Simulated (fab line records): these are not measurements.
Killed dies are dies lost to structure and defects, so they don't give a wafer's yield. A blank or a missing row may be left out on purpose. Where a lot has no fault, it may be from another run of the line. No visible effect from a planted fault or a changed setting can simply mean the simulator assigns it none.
Chamber matching | flow n5Finfet | N5_BEOL_M1_ETCH_64 on rieDiel-04: 4 sister chambers
The step etches SOC in N2/H2, target depth 75 nm, overetch 15 nm, time 112.5 s. 4 wafers are shown with their chamber, then 8 later ones without.

## WAFERS PAIRED WITH THEIR CHAMBERS
wafer  | chamber | throttleValvePct (%)
L081.5 | 0       | 18.4
L083.5 | 2       | 18.4
L085.6 | 3       | 17.9
L088.2 | 1       | 17.5

## WAFERS WITH NO CHAMBER GIVEN
wafer  | throttleValvePct (%)
L088.3 | 17.9
L088.5 | 18.4
L097.1 | 17.9
L097.4 | 18.0
L097.5 | 17.5
L096.1 | 17.5
L096.2 | 18.0
L096.3 | 18.5

## THE CHAMBER EACH PASSED THROUGH
wafer  | from the rows above     | in truth
L088.3 | 3                       | 3
L088.5 | can't be placed: 0 or 2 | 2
L097.1 | 3                       | 3
L097.4 | 3                       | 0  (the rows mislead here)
L097.5 | 1                       | 1
L096.1 | 1                       | 1
L096.2 | 3                       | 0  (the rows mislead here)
L096.3 | can't be placed: 0 or 2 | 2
4 of 8 placed correctly. Unplaceable from these rows: 2, with the true chamber sitting among the candidates in 2. Placed wrongly: 2.
How it was worked out, from the rows above alone: a wafer's distance from a chamber is the root of the sum, over the readings, of the square of ((its reading less the chamber's mean) divided by the reading's scatter). The wafer belongs to the nearest chamber; if the next one is less than 2 further off, it can't be placed. The mean given for a chamber averages the wafers shown for that chamber. The scatter (one wafer shown for each chamber): square how far every hidden wafer sits from the nearest shown wafer, average those squares and take the square root.
